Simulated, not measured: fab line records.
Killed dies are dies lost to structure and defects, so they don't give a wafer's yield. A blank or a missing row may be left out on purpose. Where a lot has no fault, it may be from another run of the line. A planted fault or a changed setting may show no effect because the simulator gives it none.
Chamber matching / flow nand-harc / rie-diel-03 running NHARC_A_CHANNEL_HOLE_D1_ETCH_38: 4 sister chambers
The step etches the open film in CF4, target depth 39 nm, time 65 s. 8 wafers are shown with their chamber, then 12 later ones without.

== WAFERS WITH THEIR CHAMBER ==
wafer=L087.6; chamber=1; showerhead-plenum-p-Torr (Torr)=1.80; drypump-motor-current-A (A)=6.6
wafer=L089.4; chamber=2; showerhead-plenum-p-Torr (Torr)=1.68; drypump-motor-current-A (A)=5.9
wafer=L089.5; chamber=0; showerhead-plenum-p-Torr (Torr)=1.68; drypump-motor-current-A (A)=5.7
wafer=L091.3; chamber=2; showerhead-plenum-p-Torr (Torr)=1.67; drypump-motor-current-A (A)=5.9
wafer=L091.6; chamber=3; showerhead-plenum-p-Torr (Torr)=1.77; drypump-motor-current-A (A)=6.2
wafer=L090.1; chamber=0; showerhead-plenum-p-Torr (Torr)=1.68; drypump-motor-current-A (A)=5.7
wafer=L090.2; chamber=1; showerhead-plenum-p-Torr (Torr)=1.80; drypump-motor-current-A (A)=6.7
wafer=L090.3; chamber=3; showerhead-plenum-p-Torr (Torr)=1.77; drypump-motor-current-A (A)=6.2

== WAFERS WITH NO CHAMBER GIVEN ==
wafer=L093.3; showerhead-plenum-p-Torr (Torr)=1.67; drypump-motor-current-A (A)=5.9
wafer=L093.5; showerhead-plenum-p-Torr (Torr)=1.80; drypump-motor-current-A (A)=6.6
wafer=L093.6; showerhead-plenum-p-Torr (Torr)=1.67; drypump-motor-current-A (A)=5.9
wafer=L094.1; showerhead-plenum-p-Torr (Torr)=1.68; drypump-motor-current-A (A)=5.7
wafer=L094.4; showerhead-plenum-p-Torr (Torr)=1.67; drypump-motor-current-A (A)=5.9
wafer=L094.5; showerhead-plenum-p-Torr (Torr)=1.77; drypump-motor-current-A (A)=6.2
wafer=L095.1; showerhead-plenum-p-Torr (Torr)=1.68; drypump-motor-current-A (A)=5.7
wafer=L095.4; showerhead-plenum-p-Torr (Torr)=1.67; drypump-motor-current-A (A)=6.0
wafer=L095.5; showerhead-plenum-p-Torr (Torr)=1.77; drypump-motor-current-A (A)=6.2
wafer=L096.4; showerhead-plenum-p-Torr (Torr)=1.67; drypump-motor-current-A (A)=5.9
wafer=L096.5; showerhead-plenum-p-Torr (Torr)=1.68; drypump-motor-current-A (A)=5.7
wafer=L096.6; showerhead-plenum-p-Torr (Torr)=1.79; drypump-motor-current-A (A)=6.7

== THE CHAMBER EACH PASSED THROUGH ==
wafer=L093.3; from the rows above=2; in truth=2
wafer=L093.5; from the rows above=1; in truth=1
wafer=L093.6; from the rows above=2; in truth=2
wafer=L094.1; from the rows above=0; in truth=0
wafer=L094.4; from the rows above=2; in truth=2
wafer=L094.5; from the rows above=3; in truth=3
wafer=L095.1; from the rows above=0; in truth=0
wafer=L095.4; from the rows above=2; in truth=2
wafer=L095.5; from the rows above=3; in truth=3
wafer=L096.4; from the rows above=2; in truth=2
wafer=L096.5; from the rows above=0; in truth=0
wafer=L096.6; from the rows above=1; in truth=1
Correctly placed: 12 of 12. Left unplaced by these rows: 0. Wrongly placed: 0.
How it was worked out, from the rows above alone: a wafer's distance from a chamber is the root of the sum, over the readings, of the square of ((its reading less the chamber's mean) divided by the reading's scatter). The wafer belongs to the nearest chamber; if the next one is less than 2 further off, it can't be placed. The mean given for a chamber averages the wafers shown for that chamber. The scatter is the square root of a quotient: the sum, over the shown wafers, of each reading's squared deviation from its chamber's mean, divided by wafers minus chambers.
